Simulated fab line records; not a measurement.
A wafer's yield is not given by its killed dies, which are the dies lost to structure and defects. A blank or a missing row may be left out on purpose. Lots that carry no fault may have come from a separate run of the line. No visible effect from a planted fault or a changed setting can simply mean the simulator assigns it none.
fab line records + flow n5_finfet
record
- lots=6
- wafers=16
- last_day=17
route steps=1938 shown BEOL_M11@1563
lots that met no fault: from a run of the same line without faults
start_h: the number of hours between the record's first day and the start of the first shown wafer of the lot + wait_h: hours since the lot's step before + " same as the row above + L1.1+2: a single row standing in for several wafers + - value missing, or start not given + * or withheld: withheld + < > ~ a bound
route shown NAME@n: NAME is a module with steps in the file, n the number in the route of the first one + usual: mean and standard deviation over wafers with no fault + same: alike in all rows + chamber/n: place in a boat + sites: per-site readings + _std_site: the standard deviation of these + _edge_site: outer sites' mean less inner sites' + radius_mm: for every site, how far away it sits from the centre of the wafer + mask NAME#n: copy n + behind: tool/chamber where the wafer was last shaped + hold: what put the lot on hold/how long, in hours/how the hold closed + device: names the non-switching transistor (n, p or np) + end of line: tests run on the same wafers once the route is complete + a step without rows: its recipe alone + killed: not the wafer's yield, but the dies lost to structure and defects at the first sort + map: the dies of a wafer, with x for killed, . for not killed, _ for no die there
set.NAME: the setting as run; set.NAME@STEP: as run at that earlier step + model.NAME: the simulator's own value behind a step, which no gauge read
lots at selected steps of the route; one table per step, one row per wafer
services: when a tool's chamber went out of use (start_h, in hours from the record's first day, below 0 if earlier), for how many hours, and the reason
## steps
# step N5_BEOL_M11_EBR_24
# recipe
- solvent=PGMEA
- ebr_width_mm=1.5
# step N5_BEOL_M11_SOFTBAKE_23
# recipe
- temp_c=110
- time_s=60
- resist=CAR-ArF
# step N5_BEOL_M11_EXPOSE_25
# recipe
- mask_id=V10
- na=1.35
- source_shape=annular
- sigma_inner=0.5
- sigma_outer=0.8
- polarization=unpolarized
- dose_mj=85.5
# step N5_BEOL_M11_PEB_26
# recipe
- peb_temp_c=withheld
- peb_time_s=60
- resist=CAR-ArF
# step N5_BEOL_M11_DEVELOP_27
# recipe
- develop_time_s=30
- developer=TMAH
- resist=CAR-ArF
- rinse_liquid=diw
- dry=air_spin
- dev_temp_c=23
# step N5_BEOL_M11_CD_MEAS_28
# recipe
- target_cd_nm=70
- landing_energy_ev=500
- detector=se_inlens
- polarity=opening
# usual
- cd_nm=68.8/1.2
| lot.wafer | tool      | chamber | start_h | wait_h | cd_nm |
|-----------|-----------|---------|---------|--------|-------|
| L787.3    | cd_sem-01 | 0       | 223.18  | -      | 67.8  |
| L787.5    | "         | 0       | "       | "      | 69.2  |
| L787.6    | "         | 0       | "       | "      | 67.5  |
| L797.1    | cd_sem-03 | 0       | 288.76  | -      | 68.4  |
| L797.4    | "         | 0       | "       | "      | 67.1  |
| L797.5    | "         | 0       | "       | "      | 69.3  |
| L799.1    | cd_sem-02 | 0       | 304.22  | -      | 69.6  |
| L799.3    | "         | 0       | "       | "      | 68.9  |
| L799.5    | "         | 0       | "       | "      | 67.0  |
| L803.1    | cd_sem-02 | 0       | 325.10  | -      | 69.8  |
| L803.3    | "         | 0       | "       | "      | 71.6  |
| L806.2    | cd_sem-01 | 0       | 330.20  | -      | 69.6  |
| L806.5    | "         | 0       | "       | "      | 69.9  |
| L806.6    | "         | 0       | "       | "      | 68.9  |
| L810.3    | cd_sem-01 | 0       | 373.76  | -      | 67.4  |
| L810.6    | "         | 0       | "       | "      | 70.5  |
# step N5_BEOL_M11_OVL_MEAS_29
# recipe
- points_per_wafer=44
# usual
- V10_OVL=-0.1/0.63
| lot.wafer | tool       | chamber | start_h | wait_h | V10_OVL[nm] |
|-----------|------------|---------|---------|--------|-------------|
| L787.3    | overlay-02 | 0       | 223.21  | 0.0    | -0.7        |
| L787.5    | "          | 0       | "       | "      | 0.0         |
| L787.6    | "          | 0       | "       | "      | 0.3         |
| L797.1    | overlay-02 | 0       | 288.79  | 0.0    | -0.5        |
| L797.4    | "          | 0       | "       | "      | 0.9         |
| L797.5    | "          | 0       | "       | "      | 1.0         |
| L799.1    | overlay-01 | 0       | 304.25  | 0.0    | -0.3        |
| L799.3    | "          | 0       | "       | "      | -0.1        |
| L799.5    | "          | 0       | "       | "      | -0.4        |
| L803.1    | overlay-01 | 0       | 325.13  | 0.0    | 0.0         |
| L803.3    | "          | 0       | "       | "      | -0.3        |
| L806.2    | overlay-01 | 0       | 330.23  | 0.0    | 0.3         |
| L806.5    | "          | 0       | "       | "      | 0.1         |
| L806.6    | "          | 0       | "       | "      | -0.7        |
| L810.3    | overlay-01 | 0       | 373.79  | 0.0    | 0.5         |
| L810.6    | "          | 0       | "       | "      | -0.5        |
# step N5_BEOL_M11_INSPECT_30
# recipe
- mode=adi
- inspect_instrument=brightfield
# usual
- raw_defect_count=415/88
| lot.wafer | tool              | chamber | start_h | wait_h | raw_defect_count |
|-----------|-------------------|---------|---------|--------|------------------|
| L787.3    | defect_inspect-02 | -       | 223.23  | 0.0    | 568              |
| L787.5    | "                 | -       | "       | "      | 407              |
| L787.6    | "                 | -       | "       | "      | 418              |
| L797.1    | defect_inspect-01 | -       | 288.82  | 0.0    | 404              |
| L797.4    | "                 | -       | "       | "      | 442              |
| L797.5    | "                 | -       | "       | "      | 429              |
| L799.1    | defect_inspect-01 | -       | 304.28  | 0.0    | 578              |
| L799.3    | "                 | -       | "       | "      | 485              |
| L799.5    | "                 | -       | "       | "      | 522              |
| L803.1    | defect_inspect-02 | -       | 325.16  | 0.0    | 374              |
| L803.3    | "                 | -       | "       | "      | 436              |
| L806.2    | defect_inspect-01 | -       | 330.25  | 0.0    | 408              |
| L806.5    | "                 | -       | "       | "      | 400              |
| L806.6    | "                 | -       | "       | "      | 372              |
| L810.3    | defect_inspect-01 | -       | 373.81  | 0.0    | 421              |
| L810.6    | "                 | -       | "       | "      | 374              |
# step N5_BEOL_M11_DESCUM_33
# recipe
- chemistry=O2
- time_s=7.9
- source_power_w=50
- bias_power_w=20
- pressure_mtorr=20
- rf_frequency_hz=2.712e+07
- temp_c=40
- resist=CAR-ArF
- o2_flow_sccm=225
# usual
- drypump_motor_current_A=5.5/0.35
- oes_product_au=0.81/0.11
- rf_vpp_V=243.6/1.2
- showerhead_plenum_p_Torr=2.13/0.055
- temp_c=40.00/0.11
- throttle_valve_pct=20.51/0.26
| lot.wafer | tool        | chamber | start_h | wait_h | drypump_motor_current_A | oes_product_au | rf_hours_counter_h | rf_vpp_V | showerhead_plenum_p_Torr | temp_c | throttle_valve_pct |
|-----------|-------------|---------|---------|--------|-------------------------|----------------|--------------------|----------|--------------------------|--------|--------------------|
| L787.3    | rie_diel-01 | 0       | 223.93  | 0.7    | 5.3                     | 0.86           | 49                 | 243.8    | 2.13                     | 40.18  | 20.71              |
| L787.5    | "           | 2       | "       | "      | 5.9                     | 0.72           | -                  | 242.4    | 2.04                     | 39.99  | 20.67              |
| L787.6    | "           | 3       | "       | "      | 5.2                     | 0.67           | -                  | 243.9    | 2.07                     | 39.93  | 20.73              |
| L797.1    | rie_diel-06 | 1       | 288.85  | 0.0    | 5.9                     | 0.69           | 244                | 242.9    | 2.17                     | 40.03  | 20.85              |
| L797.4    | "           | 2       | "       | "      | 5.0                     | 0.84           | -                  | 243.4    | 2.14                     | 40.01  | 20.57              |
| L797.5    | "           | 0       | "       | "      | 5.3                     | 0.73           | -                  | 242.7    | 2.19                     | 39.93  | 20.61              |
| L799.1    | rie_diel-06 | 0       | 304.33  | 0.1    | 5.3                     | 0.71           | 197                | 244.3    | 2.19                     | 39.99  | 20.61              |
| L799.3    | "           | 3       | "       | "      | 4.9                     | 1.01           | 2                  | 245.7    | 2.23                     | 39.95  | 20.63              |
| L799.5    | "           | 2       | "       | "      | 5.1                     | 0.82           | -                  | 244.5    | 2.14                     | 40.11  | 20.58              |
| L803.1    | rie_diel-01 | 3       | 325.47  | 0.3    | 5.2                     | 0.92           | 10                 | 241.5    | 2.06                     | 39.93  | 20.49              |
| L803.3    | "           | 1       | "       | "      | 5.5                     | 0.69           | 209                | 244.3    | 2.14                     | 40.02  | 20.47              |
| L806.2    | rie_diel-02 | 0       | 330.29  | 0.0    | 5.8                     | 0.81           | 90                 | 244.1    | 2.13                     | 39.78  | 20.49              |
| L806.5    | "           | 0       | "       | "      | 5.8                     | 0.81           | -                  | 244.5    | 2.13                     | 40.12  | 20.47              |
| L806.6    | "           | 1       | "       | "      | 5.9                     | 0.95           | -                  | 244.3    | 2.09                     | 40.02  | 20.16              |
| L810.3    | rie_diel-06 | 2       | 373.87  | 0.1    | 5.0                     | 0.79           | 124                | 244.1    | 2.13                     | 40.09  | 20.62              |
| L810.6    | "           | 3       | "       | "      | 4.9                     | 0.93           | -                  | 246.9    | 2.22                     | 39.87  | 20.65              |
# step N5_BEOL_M11_ETCH_65
# recipe
- chemistry=CF4
- target=SiARC
- target_depth_a=390
- mask_material=CAR-ArF
- time_s=65
- ion_energy_ev=80
- pressure_mtorr=40
- source_w=545
- bias_w=36
- Ar_flow_sccm=100
- cf4_flow_sccm=100
- ends=cleared
# usual
- drypump_motor_current_A=5.5/0.35
- etch_rf_on_time_s=64.4/2.1
- oes_product_au=0.69/0.09
- rf_fwd_power_W=538.5/2.3
- rf_vpp_V=184.3/1
- showerhead_plenum_p_Torr=2.16/0.053
- throttle_valve_pct=15.64/0.27
| lot.wafer | tool        | chamber | start_h | wait_h | drypump_motor_current_A | etch_rf_on_time_s | oes_product_au | rf_fwd_power_W | rf_hours_counter_h | rf_vpp_V | showerhead_plenum_p_Torr | throttle_valve_pct |
|-----------|-------------|---------|---------|--------|-------------------------|-------------------|----------------|----------------|--------------------|----------|--------------------------|--------------------|
| L787.3    | rie_diel-01 | 0       | 223.97  | 0.0    | 5.3                     | 63.6              | 0.72           | 540.3          | 49                 | 184.9    | 2.18                     | 15.84              |
| L787.5    | "           | 2       | "       | "      | 5.8                     | 64.7              | 0.60           | 538.9          | -                  | 183.7    | 2.11                     | 16.02              |
| L787.6    | "           | 3       | "       | "      | 5.2                     | 65.2              | 0.59           | 538.4          | -                  | 183.9    | 2.11                     | 15.90              |
| L797.1    | rie_diel-06 | 1       | 288.89  | 0.0    | 5.9                     | 62.4              | 0.59           | 534.9          | 244                | 184.4    | 2.20                     | 15.95              |
| L797.4    | "           | 2       | "       | "      | 5.0                     | 61.4              | 0.73           | 540.4          | -                  | 185.9    | 2.14                     | 15.47              |
| L797.5    | "           | 0       | "       | "      | 5.3                     | 60.8              | 0.64           | 537.3          | -                  | 185.5    | 2.21                     | 15.52              |
| L799.1    | rie_diel-06 | 0       | 304.37  | 0.0    | 5.4                     | 61.7              | 0.62           | 536.0          | 197                | 184.8    | 2.21                     | 15.53              |
| L799.3    | "           | 3       | "       | "      | 4.9                     | 63.0              | 0.87           | 540.5          | 2                  | 185.8    | 2.31                     | 15.87              |
| L799.5    | "           | 2       | "       | "      | 5.1                     | 61.9              | 0.72           | 537.8          | -                  | 184.6    | 2.14                     | 15.48              |
| L803.1    | rie_diel-01 | 3       | 325.51  | 0.0    | 5.2                     | 65.7              | 0.79           | 540.0          | 10                 | 183.4    | 2.10                     | 15.50              |
| L803.3    | "           | 1       | "       | "      | 5.5                     | 69.0              | 0.59           | 538.3          | 209                | 185.4    | 2.19                     | 15.76              |
| L806.2    | rie_diel-02 | 0       | 330.32  | 0.0    | 5.8                     | 67.4              | 0.68           | 536.2          | 91                 | 183.3    | 2.17                     | 15.66              |
| L806.5    | "           | 0       | "       | "      | 5.8                     | 67.4              | 0.68           | 540.4          | -                  | 184.8    | 2.17                     | 15.67              |
| L806.6    | "           | 1       | "       | "      | 5.9                     | 65.4              | 0.81           | 534.1          | -                  | 183.1    | 2.12                     | 15.17              |
| L810.3    | rie_diel-06 | 2       | 373.90  | 0.0    | 5.0                     | 62.4              | 0.69           | 536.9          | 124                | 186.9    | 2.13                     | 15.54              |
| L810.6    | "           | 3       | "       | "      | 4.9                     | 61.9              | 0.80           | 541.0          | -                  | 186.7    | 2.30                     | 15.91              |
# step N5_BEOL_M11_ETCH_66
# recipe
- chemistry=N2/H2
- target=SOC
- target_depth_a=1200
- overetch_a=240
- mask_material=SiARC
- temp_c=40
- time_s=180
- ion_energy_ev=200
- pressure_mtorr=30
- source_w=840
- bias_w=150
- n2_flow_sccm=200
- h2_flow_sccm=200
# usual
- drypump_motor_current_A=5.5/0.35
- oes_product_au=0.65/0.082
- rf_fwd_power_W=836.2/2.9
- rf_vpp_V=524.8/1.9
- showerhead_plenum_p_Torr=2.57/0.064
- temp_c=40.00/0.12
- throttle_valve_pct=17.81/0.29
| lot.wafer | tool        | chamber | start_h | wait_h | drypump_motor_current_A | oes_product_au | rf_fwd_power_W | rf_hours_counter_h | rf_vpp_V | showerhead_plenum_p_Torr | temp_c | throttle_valve_pct |
|-----------|-------------|---------|---------|--------|-------------------------|----------------|----------------|--------------------|----------|--------------------------|--------|--------------------|
| L787.3    | rie_diel-01 | 0       | 224.02  | 0.0    | 5.3                     | 0.69           | 836.4          | 49                 | 525.8    | 2.56                     | 40.06  | 17.86              |
| L787.5    | "           | 2       | "       | "      | 5.9                     | 0.57           | 836.2          | -                  | 521.3    | 2.51                     | 39.98  | 18.30              |
| L787.6    | "           | 3       | "       | "      | 5.2                     | 0.56           | 840.0          | -                  | 523.8    | 2.51                     | 40.07  | 18.04              |
| L797.1    | rie_diel-06 | 1       | 288.94  | 0.0    | 6.0                     | 0.55           | 839.6          | 244                | 526.3    | 2.62                     | 40.08  | 18.26              |
| L797.4    | "           | 2       | "       | "      | 5.0                     | 0.66           | 834.2          | -                  | 525.4    | 2.56                     | 40.01  | 17.73              |
| L797.5    | "           | 0       | "       | "      | 5.3                     | 0.57           | 834.6          | -                  | 527.3    | 2.64                     | 39.95  | 17.92              |
| L799.1    | rie_diel-06 | 0       | 304.42  | 0.0    | 5.3                     | 0.57           | 836.8          | 197                | 524.9    | 2.64                     | 39.89  | 17.94              |
| L799.3    | "           | 3       | "       | "      | 4.9                     | 0.79           | 835.2          | 2                  | 528.0    | 2.69                     | 39.82  | 17.76              |
| L799.5    | "           | 2       | "       | "      | 5.1                     | 0.66           | 837.7          | -                  | 523.6    | 2.56                     | 40.04  | 17.74              |
| L803.1    | rie_diel-01 | 3       | 325.56  | 0.0    | 5.2                     | 0.75           | 835.7          | 10                 | 520.2    | 2.49                     | 40.15  | 17.73              |
| L803.3    | "           | 1       | "       | "      | 5.5                     | 0.58           | 837.8          | 209                | 527.0    | 2.62                     | 39.97  | 17.94              |
| L806.2    | rie_diel-02 | 0       | 330.37  | 0.0    | 5.9                     | 0.65           | 837.8          | 91                 | 523.1    | 2.54                     | 39.82  | 17.52              |
| L806.5    | "           | 0       | "       | "      | 5.9                     | 0.65           | 835.0          | -                  | 524.8    | 2.54                     | 39.92  | 17.53              |
| L806.6    | "           | 1       | "       | "      | 5.9                     | 0.77           | 835.4          | -                  | 521.9    | 2.49                     | 40.01  | 17.25              |
| L810.3    | rie_diel-06 | 2       | 373.95  | 0.0    | 5.0                     | 0.64           | 835.1          | 124                | 524.0    | 2.55                     | 40.11  | 17.75              |
| L810.6    | "           | 3       | "       | "      | 4.9                     | 0.74           | 833.8          | -                  | 527.4    | 2.68                     | 39.98  | 17.81              |
# step N5_BEOL_M11_STRIP_69
# recipe
- chemistry=N2/H2
- temp_c=40
- n2_flow_sccm=200
- h2_flow_sccm=200
- rf_frequency_hz=6e+07
# step N5_BEOL_M11_VIA_ETCH_34
# recipe
- chemistry=C4F6/O2
- target=SiCOH_lowk
- target_depth_a=1845
- mask_material=SOC
- taper_deg=4
- time_s=69.2
- ion_energy_ev=250
- pressure_mtorr=30
- source_w=345
- bias_w=185
- Ar_flow_sccm=300
- C4F6_flow_sccm=10
- O2_flow_sccm=10
# usual
- C4F6_flow_sccm=10.00/0.03
- drypump_motor_current_A=5.5/0.35
- oes_product_au=0.81/0.11
- rf_fwd_power_W=342.2/1.1
- rf_vpp_V=669/12
- showerhead_plenum_p_Torr=2.88/0.075
- throttle_valve_pct=20.95/0.29
| lot.wafer | tool        | chamber | start_h | wait_h | C4F6_flow_sccm | drypump_motor_current_A | oes_product_au | rf_fwd_power_W | rf_hours_counter_h | rf_vpp_V | showerhead_plenum_p_Torr | throttle_valve_pct | model.etch.depth_nm | model.SOC_of_BEOL_M11_COAT_63.thk_nm |
|-----------|-------------|---------|---------|--------|----------------|-------------------------|----------------|----------------|--------------------|----------|--------------------------|--------------------|---------------------|--------------------------------------|
| L787.3    | rie_diel-01 | 0       | 224.14  | 0.0    | 10.02          | 5.3                     | 0.85           | 342.0          | 49                 | 672      | 2.88                     | 21.13              | 188.9               | 92                                   |
| L787.5    | "           | 2       | "       | "      | 9.97           | 5.8                     | 0.72           | 342.6          | -                  | 678      | 2.85                     | 21.50              | 185.8               | 92.4                                 |
| L787.6    | "           | 3       | "       | "      | 10.03          | 5.2                     | 0.69           | 341.7          | -                  | 668      | 2.77                     | 20.93              | 180.7               | 92.4                                 |
| L797.1    | rie_diel-06 | 1       | 289.06  | 0.0    | 9.93           | 5.9                     | 0.64           | 259.3          | 244                | 763      | 2.92                     | 21.20              | 168.5               | 92.6                                 |
| L797.4    | "           | 2       | "       | "      | 10.02          | 5.0                     | 0.79           | 259.4          | -                  | 755      | 2.86                     | 20.78              | 170.6               | 92.4                                 |
| L797.5    | "           | 0       | "       | "      | 9.97           | 5.4                     | 0.68           | 258.7          | -                  | 780      | 2.96                     | 20.92              | 171.5               | 92.4                                 |
| L799.1    | rie_diel-06 | 0       | 304.54  | 0.0    | 10.01          | 5.3                     | 0.68           | 258.5          | 197                | 781      | 2.95                     | 20.92              | 172.4               | 92.2                                 |
| L799.3    | "           | 3       | "       | "      | 9.97           | 4.9                     | 0.94           | 259.7          | 2                  | 757      | 3.07                     | 21.36              | 170                 | 92.4                                 |
| L799.5    | "           | 2       | "       | "      | 9.99           | 5.0                     | 0.78           | 259.0          | -                  | 757      | 2.85                     | 20.78              | 171.2               | 92                                   |
| L803.1    | rie_diel-01 | 3       | 325.68  | 0.0    | 10.02          | 5.2                     | 0.92           | 342.2          | 10                 | 666      | 2.75                     | 20.63              | 181.3               | 92                                   |
| L803.3    | "           | 1       | "       | "      | 9.99           | 5.5                     | 0.69           | 344.3          | 209                | 681      | 2.91                     | 20.97              | 174.4               | 92.8                                 |
| L806.2    | rie_diel-02 | 0       | 330.50  | 0.0    | 10.01          | 5.8                     | 0.81           | 343.6          | 91                 | 676      | 2.86                     | 20.84              | 181.8               | 92                                   |
| L806.5    | "           | 0       | "       | "      | 9.99           | 5.9                     | 0.81           | 342.6          | -                  | 676      | 2.86                     | 20.82              | 181.7               | 92                                   |
| L806.6    | "           | 1       | "       | "      | 10.01          | 5.9                     | 0.95           | 341.5          | -                  | 656      | 2.84                     | 20.62              | 184.4               | 91.8                                 |
| L810.3    | rie_diel-06 | 2       | 374.08  | 0.0    | 10.02          | 5.1                     | 0.80           | 341.9          | 124                | 656      | 2.84                     | 20.82              | 188.6               | 91.6                                 |
| L810.6    | "           | 3       | "       | "      | 10.02          | 4.9                     | 0.92           | 343.2          | -                  | 658      | 3.06                     | 21.40              | 188.7               | 91.8                                 |
# step N5_BEOL_M11_STRIP_73
# recipe
- chemistry=C4F6/O2
- resist=SiARC
- rf_frequency_hz=6e+07
## services
| tool        | chamber | start_h | hours | kind                          |
|-------------|---------|---------|-------|-------------------------------|
| rie_diel-01 | 2       | 220.13  | 3.2   | repair                        |
| rie_diel-02 | 3       | 236.85  | -     | clean                         |
| rie_diel-02 | 3       | 236.85  | -     | consumable_replace:focus_ring |
| rie_diel-02 | 3       | 236.85  | 19.3  | scheduled_down                |
| rie_diel-02 | 3       | 266.56  | 10.3  | repair                        |
| rie_diel-06 | 3       | 276.06  | -     | clean                         |
| rie_diel-06 | 3       | 276.06  | -     | consumable_replace:focus_ring |
| rie_diel-06 | 3       | 276.06  | -     | consumable_replace:showerhead |
| rie_diel-01 | 3       | 276.92  | -     | clean                         |
| rie_diel-01 | 3       | 276.92  | -     | consumable_replace:focus_ring |
| rie_diel-01 | 3       | 276.92  | 17.9  | scheduled_down                |
| rie_diel-01 | 3       | 276.92  | 17.9  | vent_cycle                    |
| rie_diel-01 | 2       | 298.99  | -     | clean                         |
| rie_diel-01 | 2       | 298.99  | -     | consumable_replace:focus_ring |
| rie_diel-01 | 2       | 298.99  | 20.1  | scheduled_down                |
| rie_diel-01 | 2       | 298.99  | 20.1  | vent_cycle                    |
| rie_diel-06 | 1       | 301.49  | -     | clean                         |
| rie_diel-06 | 1       | 301.49  | -     | consumable_replace:focus_ring |
| rie_diel-06 | 1       | 301.49  | 12.5  | scheduled_down                |
| rie_diel-06 | 1       | 301.49  | 12.5  | vent_cycle                    |
| rie_diel-02 | 3       | 320.24  | 22.2  | repair                        |
| rie_diel-01 | 0       | 350.91  | 2.9   | repair                        |
| rie_diel-06 | 2       | 352.76  | 1.7   | repair                        |
| rie_diel-02 | 1       | 356.52  | 10.3  | repair                        |
## key
first_sign
- step=N5_BEOL_M11_VIA_ETCH_34
- reading=rf_fwd_power_W
- direction=down
- sigmas=74
- usual=*
- struck=*
effect
- step=N5_BEOL_M11_VIA_ETCH_34
- reading=rf_vpp_V
- direction=up
- sigmas=7.9
- usual=669
- struck=765
model_effect
- step=N5_BEOL_M11_VIA_ETCH_34
- value=etch.depth_nm
- without=189.8
- struck=170.7
met_at N5_BEOL_M11_VIA_ETCH_34
struck_wafers L797.1,L797.4,L797.5,L799.1,L799.3,L799.5
baseline_loss
- step=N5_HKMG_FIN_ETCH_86
- wafers=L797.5
fault
- kind=process_parameter_drift
- tool=rie_diel-06
- chamber=-
- onset_h=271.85
- steps=N5_BEOL_M11_VIA_ETCH_34
- channel=source_w
- offset=-82.8
- shape=step
- end_h=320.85
- acts_in=these_recipes_only
- stated=345
# baseline_loss: these wafers lose ten dies or more at that step, a loss of the line's own and not of a fault; the sort's usual values leave them out
